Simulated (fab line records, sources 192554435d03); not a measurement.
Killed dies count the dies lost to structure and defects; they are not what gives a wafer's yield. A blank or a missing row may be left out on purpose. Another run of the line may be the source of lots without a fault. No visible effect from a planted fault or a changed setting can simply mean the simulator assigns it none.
Code-filled problem report in 8D (eight disciplines) form -- flow n5Finfet -- the parts of the form that need people (team, actions taken, sign-off) are left out

## 1. THE ISSUE
A mean of 203.9 W is read at N5_BEOL_M3_VIA_ETCH_34 for biasW, taken on 1 wafer of 1 lot, against 170.0 W (standard deviation 0.5) on wafers free of any fault. Measured from the usual mean, that is +68 standard deviations.
The step: etches the open film in C4F6/O2, target depth 69.4 nm, time 65.9 s.
First seen on wafer L678.2, day 12 03:43, on rieDiel-06. Wafers with a number at this step in the record: 27, from 9 lots. Rule for "out" (also "out of limits"): further than 4 standard deviations from the usual mean. The other wafers with a number count as sound.

## 2. WHAT IT IS AND WHAT IT IS NOT
question,is,is not
which readings at this step,"biasW, rfVppV","drypumpMotorCurrentA, oesProductAu, showerheadPlenumPTorr, throttleValvePct"
which lots,L678,"L667, L671, L674, L682, L683, L684, L686, L687"
which wafers of those lots,L678.2,"L678.3, L678.5"
read on which tools,rieDiel-06,"rieDiel-01, rieDiel-05"
when,from day 12 03:43,"up to then (11 sound wafers); but 15 sound wafers of L682, L683, L684, L686, L687 came after"

## 3. SUSPECTS, AND WHAT RULES EACH OUT
Counting: if a tool at a process step up to the reading ran every lot that is out, it stays a suspect. Sound lots after the first of them don't rule it out here, since some wafers of a struck lot are sound.
- rieDiel-05 at N5_BEOL_M3_ETCH_77 (etches underlayer in N2/H2, target depth 6.5 nm, time 5.2 s): kept. It ran the lot that is out, L678 (day 12 03:17); its last sound lot up to then is L667 (day 7 19:20).
- rieDiel-06 at N5_BEOL_M3_VIA_ETCH_34 (etches the open film in C4F6/O2, target depth 69.4 nm, time 65.9 s): kept. It ran the lot that is out, L678 (day 12 03:43); its last sound lot up to then is L674 (day 9 10:55). On those wafers its own readings are out: biasW, rfVppV.
- rieDiel-05, N5_BEOL_M3_ETCH_77: wafers that are out in chamber 3, sound lot-mates in chambers 0, 2.
- The sound lot-mates ran in chamber 0 of rieDiel-06 at N5_BEOL_M3_VIA_ETCH_34, but the wafers that are out ran in chamber 1.
After counting, rieDiel-05 at N5_BEOL_M3_ETCH_77 and rieDiel-06 at N5_BEOL_M3_VIA_ETCH_34 remain.

## 4. THE CAUSE (what the simulator had put in)
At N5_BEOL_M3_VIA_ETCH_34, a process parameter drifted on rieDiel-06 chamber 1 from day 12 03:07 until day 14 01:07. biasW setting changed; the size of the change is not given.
Of the 2 suspects that counting leaves, this tool is one.

## 5. THE EFFECT CHAIN, in route order
Each row: a reading where the mean over the struck wafers with a number is more than 3 standard deviations away from the usual. Only readings whose record carries a usual standard deviation are examined. hours: median over the lots of the time between each lot's start at the first step of this table that gives one and its start at this step. sigmas: the change, counted in usual standard deviations.
hours,step,reading,usual,on struck wafers,change,sigmas
0,N5_BEOL_M3_VIA_ETCH_34,biasW,170.0 W,203.9,+33.9,+68
0,N5_BEOL_M3_VIA_ETCH_34,rfVppV,672 V,770,+98,+7.0
It contains these process steps:
- N5_BEOL_M3_VIA_ETCH_34: etches the open film in C4F6/O2, target depth 69.4 nm, time 65.9 s.
Later steps that measure or inspect, where all struck wafers having a row at the step show a number for every such reading and not one has moved that far: N5_BEOL_M3_CD_MEAS_35, N5_BEOL_M4_RC_MEAS_101.

## 6. WHAT WOULD HAVE CAUGHT IT SOONER
In this record the first reading out of limits was taken at day 12 03:43, 1 hour after the fault began at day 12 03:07.
